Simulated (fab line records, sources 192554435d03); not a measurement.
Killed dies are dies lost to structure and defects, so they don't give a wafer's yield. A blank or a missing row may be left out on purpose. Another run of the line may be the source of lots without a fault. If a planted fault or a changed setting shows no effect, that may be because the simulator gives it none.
Split-lot study | flow n5_finfet | 21 wafers read across 7 lots, on a route 1938 steps long

== THE SPLIT ==
At N5_SD_EPI_N_DESCUM_14 (chemistry O2, time 7.9 s), the setting time_s was moved away from the recipe's 7.9 s on 5 of the 21 wafers read, by -21.1% to +17.2%. All remaining wafers had this setting at the recipe value.

There is no step in the file separating the split from the reading.

== THE READING ==
CAR-ArF-block_of_SD_EPI_N_COAT_03.thk_nm (the simulator's own value, which no gauge read), in nm, at N5_SD_EPI_N_ETCH_34 (etches SiARC in CF4, target depth 45.5 nm, time 75.8 s). There is no usual value for it anywhere in the file. Across the 16 wafers here that went through the recipe, the average is 111.2 nm and the standard deviation 0.35 nm.

wafer  | tool, chamber at the split | time_s as run, s | against the recipe | CAR-ArF-block_of_SD_EPI_N_COAT_03.thk_nm, nm | against lot-mates on the recipe
L074.3 | rie_diel-01, 3             | 7.9              | recipe             | 111.2                                        | -
L074.4 | rie_diel-01, 2             | 7.9              | recipe             | 111.2                                        | -
L074.6 | rie_diel-01, 0             | 7.9              | recipe             | 110.6                                        | -
L083.2 | rie_diel-01, 0             | 7.9              | recipe             | 111.4                                        | -
L083.3 | rie_diel-01, 2             | 7.9              | recipe             | 111                                          | -
L083.6 | rie_diel-01, 3             | 9.259            | +17.2%             | 110.4                                        | -0.8
L084.1 | rie_diel-01, 3,2           | 7.9              | recipe             | 111.2                                        | -
L084.2 | rie_diel-01, 3,2           | 7.9              | recipe             | 111                                          | -
L084.5 | rie_diel-01, 0             | 7.9              | recipe             | 110.8                                        | -
L085.1 | rie_diel-04, 1             | 6.523            | -17.4%             | 112.4                                        | +1.0
L085.6 | rie_diel-04, 3             | 6.523            | -17.4%             | 112.4                                        | +1.0
L085.2 | rie_diel-04, 0             | 7.9              | recipe             | 111.4                                        | -
L089.1 | rie_diel-03, 0             | 7.9              | recipe             | 111.2                                        | -
L089.2 | rie_diel-03, 3             | 8.486            | +7.4%              | 111                                          | -0.4
L089.4 | rie_diel-03, 1             | 7.9              | recipe             | 111.6                                        | -
L092.2 | rie_diel-01, 2             | 7.9              | recipe             | 111                                          | -
L092.4 | rie_diel-01, 3             | 6.234            | -21.1%             | 112                                          | +1.2
L092.6 | rie_diel-01, 0             | 7.9              | recipe             | 110.6                                        | -
L096.2 | rie_diel-01, 0,3           | 7.9              | recipe             | 111.8                                        | -
L096.5 | rie_diel-01, 0,3           | 7.9              | recipe             | 111.8                                        | -
L096.4 | rie_diel-01, 2             | 7.9              | recipe             | 111.2                                        | -
When a row names more than one chamber, that row covers several wafers, and the file does not tell which wafer ran in which chamber.

THE FIT
A straight line over all 21 wafers: CAR-ArF-block_of_SD_EPI_N_COAT_03.thk_nm changes by -0.0523 nm for each +1% of time_s; r = -0.79; the points scatter about the line by 0.34 nm.
The same after taking each lot's own level away (the mean of its wafers on the recipe; 21 wafers): -0.0545 nm for each +1%; r = -0.91; scatter 0.21 nm.
Per that fit: largest time_s move, reading shift of 1.1 nm.
Measured against the standard deviation above, the lots' own levels, which go from 110.80 to 111.60 nm, span 2.3 times it.
So the lot-to-lot level blurs the effect unless lot-mates are compared.
Check: for one of the wafers moved furthest among these (-21.1%), held out of the fit, the line's prediction against its lot-mates is +1.14 nm. It came out at +1.2 nm against them.

== OTHER SPLITS APPLIED TO THESE WAFERS ==
Before the reading, these wafers also passed through other splits. Each is held against what the fit with the lots' levels taken away leaves over:
other split on the same wafers | wafers away from the commonest value | r with CAR-ArF-block_of_SD_EPI_N_COAT_03.thk_nm (lot level and that fit taken away)
N5_WELL_APT_COAT_02 spin_rpm   | 6                                    | +0.10
N5_FIN_CUT_EXPOSE_05 dose_mj   | 6                                    | +0.33
N5_FIN_CUT_CUT_ETCH_15 time_s  | 7                                    | +0.11

== THE WHOLE CHAIN: every reading that the file lists as answering this split, in the file's order ==
step                  | what it does                                           | reading                                                                                   | change (the file's fit)                | r (the file's)
N5_SD_EPI_N_DESCUM_14 | chemistry O2, time 7.9 s                               | CAR-ArF-block_of_SD_EPI_N_COAT_03.thk_nm (the simulator's own value, which no gauge read) | -0.0567 nm for each +1% of the setting | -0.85
N5_SD_EPI_N_ETCH_34   | etches SiARC in CF4, target depth 45.5 nm, time 75.8 s | CAR-ArF-block_of_SD_EPI_N_COAT_03.thk_nm (the simulator's own value, which no gauge read) | -0.0541 nm for each +1% of the setting | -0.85

== THE FILE'S OWN FIT ==
CAR-ArF-block_of_SD_EPI_N_COAT_03.thk_nm changes by -0.0541 nm for each +1% of time_s, r = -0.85.
